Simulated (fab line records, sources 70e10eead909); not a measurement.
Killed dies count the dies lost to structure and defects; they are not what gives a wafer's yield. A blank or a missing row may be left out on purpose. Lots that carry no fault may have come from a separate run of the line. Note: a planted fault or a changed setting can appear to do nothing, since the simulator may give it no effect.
Which of the tools did it? -- flow nand_harc -- route of 1302 steps, sampled at 1 step: 14 lots, 42 wafers

WHAT EACH GAUGE READ, for each wafer
NHARC_P_M0_INSPECT_11.
lot,measured,on,raw_defect_count
L520,day 6 04:22,defect_inspect-02,2 4 3
L521,day 6 07:23,defect_inspect-02,2 4 5
L522,day 6 17:53,defect_inspect-02,10 10 8
L523,day 7 11:47,defect_inspect-01,8 5 7
L524,day 7 16:52,defect_inspect-02,3 1 7
L525,day 7 22:04,defect_inspect-02,4 3 4
L527,day 9 00:52,defect_inspect-01,0 3 3
L529,day 9 19:02,defect_inspect-01,4 4 8
L530,day 10 07:23,defect_inspect-02,5 5 6
L532,day 11 03:59,defect_inspect-02,5 7 3
L538,day 13 11:29,defect_inspect-02,1 2 1
L539,day 14 01:02,defect_inspect-01,6 3 6
L541,day 15 06:13,defect_inspect-01,2 2 5
L542,day 15 08:57,defect_inspect-01,4 6 3

EACH LOT AND THE TOOL THAT RAN IT (in order: tool; ch and the chambers of the sampled wafers; start)
Before these readings, the record contains no process step.

AS READ BY THE TOOLS THEMSELVES (means over the sampled wafers that have a number; for cases with no such wafer, the mark the record gives instead)
The record holds no such reading with a usual standard deviation.

THE ANSWER, worked out from the rows above alone
Rule: the lots themselves supply what counts as usual. The widest of any qualifying gaps counts: lots, ordered by their means at a reading, are off when they make up no more than a third of the lots, leave a main group of 4 or more, and stand apart from it by 3 or more times the standard deviation of that group's means. Not used: any main group whose means are identical at the precision the tables above print for the reading. Also off: a lot with no number at a reading for which 4 or more lots have one. Where the step has rows for the other lots, those lots are counted as sound. The gauges are gone through in route order, then the tools' own readings, and for those a lot's mean is taken as printed above. The first step at which some lot is off is used, and at that step the reading that is off furthest; a lot without a number counts as furthest.
Nothing can be told from this: no lot is off at any reading shown.

WHAT HAD BEEN PUT IN BY THE SIMULATOR
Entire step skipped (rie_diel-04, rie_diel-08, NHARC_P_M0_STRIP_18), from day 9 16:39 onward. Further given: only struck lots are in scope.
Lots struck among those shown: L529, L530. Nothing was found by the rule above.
